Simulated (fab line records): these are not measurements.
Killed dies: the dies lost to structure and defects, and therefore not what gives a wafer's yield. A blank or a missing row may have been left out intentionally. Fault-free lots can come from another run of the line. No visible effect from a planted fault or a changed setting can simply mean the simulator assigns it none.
Struck lot and sound lot, side by side + flow nand_harc + 28 steps out of a route of 1302
Sound: wafers L971.4, L971.5, L971.6. The struck wafers were L961.1, L961.3, L961.5. The cause comes at the end.
Order at every step that has rows: each side's tool, ch and its chambers, its first start. Under that, the readings that differ: sound wafers + struck wafers + difference of the means + sigmas: that difference in standard deviations of wafers without a fault.
alike: readings whose means differ by less than 2 such deviations, and words and numbers that are the same on both sides. not compared: withheld readings, readings that some wafer has no value for, bounds like >300 that may hide the same value, and numbers for which the record gives no deviation and whose values overlap.
The two part at a step that has a row with sigmas, a row that says differs or no value, or rows on one side only. When numbers do not overlap yet have no deviation, they are printed without sigmas and do not part them. A reading that every wafer of one side lacks parts them only if that side has two wafers or more.

first, 1 step without rows for these wafers: NHARC_A_ONON_D1_DEP_19 (target thk 1000 nm).
NHARC_A_ONON_D1_THK_MEAS_21: measures by ellipsometry.
  struck on film_metro-01, day 12 06:10; sound on film_metro-01, day 15 20:59
  alike: thk_nm
after that, 1 step with no rows for these wafers: NHARC_A_ONON_D1_DEP_22 (target thk 1000 nm).
NHARC_A_ONON_D1_THK_MEAS_24: measures by ellipsometry.
  struck on film_metro-02, day 12 06:44; sound on film_metro-01, day 15 21:33
  alike: thk_nm
after that, 1 step with no rows for these wafers: NHARC_A_ONON_D1_DEP_25 (target thk 1000 nm).
NHARC_A_ONON_D1_THK_MEAS_27: measures by ellipsometry.
  struck on film_metro-01, day 12 07:18; sound on film_metro-01, day 15 22:07
  alike: thk_nm
after that, 1 step with no rows for these wafers: NHARC_A_ONON_D1_DEP_28 (target thk 1000 nm).
NHARC_A_ONON_D1_THK_MEAS_30: measures by ellipsometry.
  struck on film_metro-02, day 12 07:52; sound on film_metro-01, day 15 22:41
  alike: thk_nm
NHARC_A_ONON_D1_DEP_33: deposits SiO2, target thk 200 nm.
  sound on pecvd-01 ch 0,1,2, day 15 22:52; struck on pecvd-03 ch 1,2, day 12 07:55
  alike: heater_power_w, throttle_valve_pct
  not compared: since_wet_clean_h
NHARC_A_ONON_D1_THK_MEAS_34: measures by ellipsometry.
  struck on film_metro-02, day 12 08:20; sound on film_metro-01, day 15 23:09
  alike: thk_nm
NHARC_A_ONON_D1_INSPECT_32:
  struck on defect_inspect-01, day 12 08:25; sound on defect_inspect-02, day 15 23:13
  alike: raw_defect_count
NHARC_A_CHANNEL_HOLE_D1_DEP_00: deposits aC, target thk 3100 nm.
  sound on acl_dep-01 ch 0, day 16 02:04; struck on acl_dep-01 ch 0, day 12 09:47
  alike: throttle_valve_pct
NHARC_A_CHANNEL_HOLE_D1_DEP_01: deposits SiON, target thk 140 nm.
  sound on pecvd-04 ch 0,1,2, day 16 03:07; struck on pecvd-01 ch 0,1,2, day 12 11:44
  alike: heater_power_w
  not compared: since_wet_clean_h
then, 10 steps without rows for these wafers: NHARC_A_CHANNEL_HOLE_D1_DEHYDRATE_02 (time 120 s); NHARC_A_CHANNEL_HOLE_D1_HMDS_03 (time 30 s); NHARC_A_CHANNEL_HOLE_D1_COAT_36 (time 75 s); NHARC_A_CHANNEL_HOLE_D1_COAT_37 (time 65 s); NHARC_A_CHANNEL_HOLE_D1_COAT_04 (resist thk 90 nm); NHARC_A_CHANNEL_HOLE_D1_SOFTBAKE_05 (time 55 s); NHARC_A_CHANNEL_HOLE_D1_EBR_06; NHARC_A_CHANNEL_HOLE_D1_EXPOSE_07 (exposes mask HOLE D1, target cd 100 nm); NHARC_A_CHANNEL_HOLE_D1_PEB_08 (peb time 65 s); NHARC_A_CHANNEL_HOLE_D1_DEVELOP_09 (develop time 35 s).
NHARC_A_CHANNEL_HOLE_D1_CD_MEAS_10 targets a cd of 100 nm.
  sound on cd_sem-02 ch 0, day 16 03:46; struck on cd_sem-03 ch 0, day 12 12:25
  alike: cd_nm
NHARC_A_CHANNEL_HOLE_D1_OVL_MEAS_11:
  struck on overlay-01, day 12 12:31; sound on overlay-01, day 16 03:51
| reading           | sound        | struck      | difference | sigmas |
|-------------------|--------------|-------------|------------|--------|
| overlay_x_nm (nm) | 0.1 0.3 -0.7 | 1.2 2.1 0.6 | +1.4       | +2     |
  alike: overlay_y_nm
NHARC_A_CHANNEL_HOLE_D1_INSPECT_12:
  struck on defect_inspect-02, day 12 12:32; sound on defect_inspect-01, day 16 03:53
| reading          | sound  | struck   | difference | sigmas |
|------------------|--------|----------|------------|--------|
| raw_defect_count | 6 8 13 | 15 19 19 | +9         | +3     |
NHARC_A_CHANNEL_HOLE_D1_DESCUM_15: chemistry O2, time 3 s.
  sound on rie_diel-10 ch 2,3, day 16 03:57; struck on rie_diel-10 ch 1,2,3, day 12 12:37
  alike: drypump_motor_current_A, oes_product_au, rf_vpp_V, showerhead_plenum_p_Torr, throttle_valve_pct
  not compared: rf_hours_counter_h
-- break in the record here, with 16 days between the starts of the struck wafers on either side (left off in module A_CHANNEL_HOLE_D1, picked up again in module END, where the first step shown is number 1302 on the route) --
NHARC_END_SORT_01:
  only the struck wafers appear in the record here, on prober-01 ch 0 at day 28 16:55; the sound ones have no rows

== WHERE THEY PART ==
Last at NHARC_END_SORT_01 as far as this record goes, first at NHARC_A_CHANNEL_HOLE_D1_OVL_MEAS_11.

WHY: whatever the simulator had introduced
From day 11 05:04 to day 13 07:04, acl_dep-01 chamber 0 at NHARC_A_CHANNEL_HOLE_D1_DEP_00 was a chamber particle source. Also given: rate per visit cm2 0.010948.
